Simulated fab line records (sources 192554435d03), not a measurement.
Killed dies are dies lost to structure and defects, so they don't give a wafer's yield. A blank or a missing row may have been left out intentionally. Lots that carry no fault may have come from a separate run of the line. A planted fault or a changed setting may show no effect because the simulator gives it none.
3 desks, one fault / flow n5_finfet / only its own numbers are on each desk; what lay behind them is given at the end

THE TOOL OWNER'S DESK: rie_diel-03
The tool's own readings at N5_BEOL_M2_DESCUM_33 (chemistry O2, time 7 s): means of the sampled wafers that have a number, for each lot that ran on this tool. The brackets show how far a lot's mean lies from the usual mean; more than 4 standard deviations puts the lot out of limits, marked OUT.
Columns: A = drypump_motor_current_A at N5_BEOL_M2_DESCUM_33, usual 5.6 A; B = oes_product_au at N5_BEOL_M2_DESCUM_33, usual 0.81 a.u.; C = rf_fwd_power_W at N5_BEOL_M2_DESCUM_33, usual 49.44 W; D = rf_vpp_V at N5_BEOL_M2_DESCUM_33, usual 242.9 V; E = showerhead_plenum_p_Torr at N5_BEOL_M2_DESCUM_33, usual 2.08 Torr; F = throttle_valve_pct at N5_BEOL_M2_DESCUM_33, usual 20.43 %
lot=L722; first seen here=day 8 09:38; A=5.7; B=0.87; C=49.48; D=241.8; E=2.07; F=20.45
lot=L730; first seen here=day 10 12:44; A=6.2; B=0.71; C=49.47; D=242.1; E=2.00; F=20.52
lot=L731; first seen here=day 10 13:56; A=5.9; B=0.79; C=49.61; D=241.8; E=2.01; F=20.43
lot=L732; first seen here=day 11 00:55; A=5.7; B=0.84; C=49.38; D=242.7; E=2.09; F=20.59
This desk's finding: nothing out of limits on any of the 4 lots.

THE DEFECT DESK
Counts from the inspections along the route, per lot, as means over the sampled wafers that have a number. The brackets show how far a lot's mean lies from the usual mean; more than 4 standard deviations puts the lot out of limits, marked OUT.
Columns: A = raw_defect_count at N5_BEOL_M2_INSPECT_30, usual 417
lot=L715; first seen here=day 7 00:05; A=265
lot=L722; first seen here=day 8 09:35; A=434
lot=L730; first seen here=day 10 12:43; A=374
lot=L731; first seen here=day 10 13:55; A=508
lot=L732; first seen here=day 11 00:29; A=432
lot=L735; first seen here=day 11 16:52; A=376
lot=L737; first seen here=day 12 05:08; A=389
This desk's finding: nothing out of limits on any of the 7 lots.

THE METROLOGY DESK
Lot by lot, what the gauges showed, no matter which tool ran the lot: averages of those sampled wafers that carry a number. The brackets show how far a lot's mean lies from the usual mean; more than 4 standard deviations puts the lot out of limits, marked OUT. It has 12 readings; the 7 that lie furthest out on some lot are the ones shown.
Columns: A = V1_OVL at N5_BEOL_M2_OVL_MEAS_29, usual 0.3 nm; B = IOFF_N at N5_BEOL_M4_RC_MEAS_101, usual 0.148 nA/um; C = IOFF_P at N5_BEOL_M4_RC_MEAS_101, usual 0.20 nA/um; D = ION_N at N5_BEOL_M4_RC_MEAS_101, usual 672 uA/um; E = ION_P at N5_BEOL_M4_RC_MEAS_101, usual 462 uA/um; F = VT_N at N5_BEOL_M4_RC_MEAS_101, usual 251 mV; G = VT_P at N5_BEOL_M4_RC_MEAS_101, usual -251 mV
lot=L715; first seen here=day 6 23:59; A=-0.5; B=0.153; C=0.21; D=675; E=468; F=250; G=-249
lot=L722; first seen here=day 8 09:31; A=0.5; B=0.127; C=0.20; D=670; E=467; F=253; G=-249
lot=L730; first seen here=day 10 12:37; A=0.4; B=0.162; C=0.20; D=676; E=464; F=250; G=-254
lot=L731; first seen here=day 10 13:49; A=0.6; B=0.112; C=0.14; D=648; E=441; F=259; G=-258
lot=L732; first seen here=day 11 00:24; A=0.1; B=0.159; C=0.21; D=672; E=462; F=250; G=-252
lot=L735; first seen here=day 11 16:47; A=-0.1; B=0.155; C=0.21; D=665; E=457; F=250; G=-250
lot=L737; first seen here=day 12 05:03; A=0.4; B=0.185; C=0.24; D=694; E=475; F=248; G=-247
This desk's finding: nothing out of limits on any of the 7 lots.

ALL TOGETHER
Nothing out of limits was seen by the tool owner's desk.
The defect desk saw nothing out of limits.
Nothing out of limits was seen by the metrology desk.

WHAT THE SIMULATOR HAD INSERTED
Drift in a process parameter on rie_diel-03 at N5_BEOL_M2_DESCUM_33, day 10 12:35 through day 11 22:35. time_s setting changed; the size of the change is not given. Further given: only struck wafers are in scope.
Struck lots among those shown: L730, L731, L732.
